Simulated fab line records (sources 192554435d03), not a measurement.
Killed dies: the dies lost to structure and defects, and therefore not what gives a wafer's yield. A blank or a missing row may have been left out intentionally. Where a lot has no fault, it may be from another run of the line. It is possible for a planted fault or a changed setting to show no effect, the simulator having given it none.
Split-lot trial -- flow n5Finfet -- route with 1938 steps; 7 lots, 21 wafers read

THE SPLIT ITSELF
At N5_SD_EPI_N_EPI_21 (deposits Si:P, time 690 s), the setting tempC was moved away from the recipe's 680 C on 7 of the 21 wafers read, by -0.4% to +0.6%. This setting was run at the recipe's value on the other wafers.

FROM THE SPLIT TO THE READING: what the file shows between them, 5 steps
- N5_SD_EPI_N_EPI_MEAS_23
- N5_SD_EPI_P_COAT_34: time 60 s, resist thk 350 nm (also split here: spinRpm)
- N5_SD_EPI_P_COAT_35: time 60 s, resist thk 35 nm
- N5_SD_EPI_P_COAT_03: resist thk 150 nm
- N5_SD_EPI_P_EPI_21: deposits SiGe:B, time 355 s

THE READING
Si-P_of_SD_EPI_N_EPI_21.thkNm (the simulator's own value, which no gauge read), in nm, at N5_SD_EPI_P_HM_STRIP_48 (strips SiNx in H3PO4, material SiNx, target depth 3 nm). The file does not state a usual value for it. The 14 wafers here that ran the recipe average 58.4 nm, standard deviation 0.31 nm.

wafer,"tool, chamber at the split","tempC as run, C",against the recipe,"Si-P_of_SD_EPI_N_EPI_21.thkNm, nm",against lot-mates on the recipe
L076.1,"epiRpcvd-04, 0",680,recipe,58.4,-
L076.4,"epiRpcvd-04, 0",678.3,-0.3%,56.8,-1.6
L076.5,"epiRpcvd-04, 0",678.3,-0.3%,56.4,-2.0
L079.3,"epiRpcvd-03, 0",680,recipe,58,-
L079.4,"epiRpcvd-03, 0",677.4,-0.4%,55.6,-2.6
L079.6,"epiRpcvd-03, 0",680,recipe,58.4,-
L080.4,"epiRpcvd-02, 0",680,recipe,58.6,-
L080.5,"epiRpcvd-02, 0",680,recipe,59,-
L080.6,"epiRpcvd-02, 0",680,recipe,58.4,-
L084.1,"epiRpcvd-03, 0",684.4,+0.6%,63.4,+4.8
L084.4,"epiRpcvd-03, 0",680,recipe,58.6,-
L084.5,"epiRpcvd-03, 0",684.4,+0.6%,62.4,+3.8
L090.1,"epiRpcvd-02, 0",680,recipe,59,-
L090.2,"epiRpcvd-02, 0",680,recipe,58.2,-
L090.4,"epiRpcvd-02, 0",680,recipe,58.6,-
L095.1,"epiRpcvd-04, 0",683.1,+0.5%,61.2,+3.0
L095.2,"epiRpcvd-04, 0",680,recipe,58.2,-
L095.4,"epiRpcvd-04, 0",683.1,+0.5%,62.4,+4.2
L097.1,"epiRpcvd-03, 0",680,recipe,58.2,-
L097.5,"epiRpcvd-03, 0",680,recipe,58.2,-
L097.6,"epiRpcvd-03, 0",680,recipe,58,-

THE FIT
A straight line over all 21 wafers: Si-P_of_SD_EPI_N_EPI_21.thkNm changes by +7.14 nm for each +1% of tempC; r = +0.98; the points scatter about the line by 0.38 nm.
The same after taking each lot's own level away (the mean of its wafers on the recipe; 21 wafers): +7.04 nm for each +1%; r = +0.98; scatter 0.35 nm.
Per that fit: largest tempC move, reading shift of 4.6 nm.
Across the lots, their own levels run from 58.13 to 58.67 nm, a range of 1.7 times the standard deviation given above.
The two slopes agree, so the slope changes little with the lot-to-lot level.
Check: for one of the wafers moved furthest among these (+0.6%), held out of the fit, the line's prediction against its lot-mates is +4.47 nm. Against them it came out at +4.8 nm.

ADDITIONAL SPLITS CARRIED BY THESE WAFERS
Other splits were also applied to these wafers ahead of the reading. Each is held against what the fit with the lots' levels taken away leaves over:
other split on the same wafers,wafers away from the commonest value,r with Si-P_of_SD_EPI_N_EPI_21.thkNm (lot level and that fit taken away)
N5_SD_EPI_N_EXPOSE_06 doseMj,9,-0.21
N5_SD_EPI_P_COAT_34 spinRpm,7,-0.12

THE WHOLE CHAIN: every reading that the file lists as answering this split, in the file's order
step,what it does,reading,change (the file's fit),r (the file's)
N5_SD_EPI_N_EPI_21,"deposits Si:P, time 690 s","Si-P_of_SD_EPI_N_EPI_21.thkNm (the simulator's own value, which no gauge read)",+6.92 nm for each +1% of the setting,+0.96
N5_SD_EPI_N_EPI_MEAS_23,,thkNm,withheld for each +1% of the setting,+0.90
N5_SD_EPI_P_HM_STRIP_48,"strips SiNx in H3PO4, material SiNx, target depth 3 nm","Si-P_of_SD_EPI_N_EPI_21.thkNm (the simulator's own value, which no gauge read)",+7.03 nm for each +1% of the setting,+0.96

THE FILE'S OWN FIT
Si-P_of_SD_EPI_N_EPI_21.thkNm changes by +7.03 nm for each +1% of tempC, r = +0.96.
